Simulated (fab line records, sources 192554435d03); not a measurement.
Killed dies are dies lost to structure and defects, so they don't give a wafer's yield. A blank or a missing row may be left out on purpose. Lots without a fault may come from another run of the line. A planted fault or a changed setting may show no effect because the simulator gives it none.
Chamber matching | flow n5_finfet | N5_DUMMY_GATE_ETCH_36 on rie_diel-05: 4 sister chambers
The step etches SiARC in CF4, target depth 13 nm. 4 wafers are shown with their chamber, then 7 later ones without.

WAFERS WITH THEIR CHAMBER
wafer  | chamber | showerhead_plenum_p_Torr (Torr)
L085.2 | 0       | 2.12
L085.3 | 1       | 2.13
L085.6 | 3       | 2.07
L088.4 | 2       | 2.27

WAFERS WITHOUT THEIR CHAMBER
wafer  | showerhead_plenum_p_Torr (Torr)
L088.6 | 2.12
L089.1 | 2.06
L089.3 | 2.13
L089.4 | 2.27
L097.2 | 2.12
L097.4 | 2.06
L097.5 | 2.12

WHICH CHAMBER EACH WENT THROUGH
wafer  | from the rows above     | in truth
L088.6 | can't be placed: 0 or 1 | 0
L089.1 | 3                       | 3
L089.3 | can't be placed: 1 or 0 | 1
L089.4 | 2                       | 2
L097.2 | can't be placed: 0 or 1 | 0
L097.4 | 3                       | 3
L097.5 | can't be placed: 0 or 1 | 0
Placed correctly: 3 of 7. Can't be placed from these rows: 4 (the true chamber is among the candidates in 4). Placed wrongly: 0.
How it was worked out, from the rows above alone: a wafer's distance from a chamber is the root of the sum, over the readings, of the square of ((its reading less the chamber's mean) divided by the reading's scatter). The wafer belongs to the nearest chamber; if the next one is less than 2 further off, it can't be placed. A chamber's mean is the mean of its shown wafers. The scatter: with one shown wafer a chamber, the root of the mean of the squares of how far each hidden wafer lies from its nearest shown one.
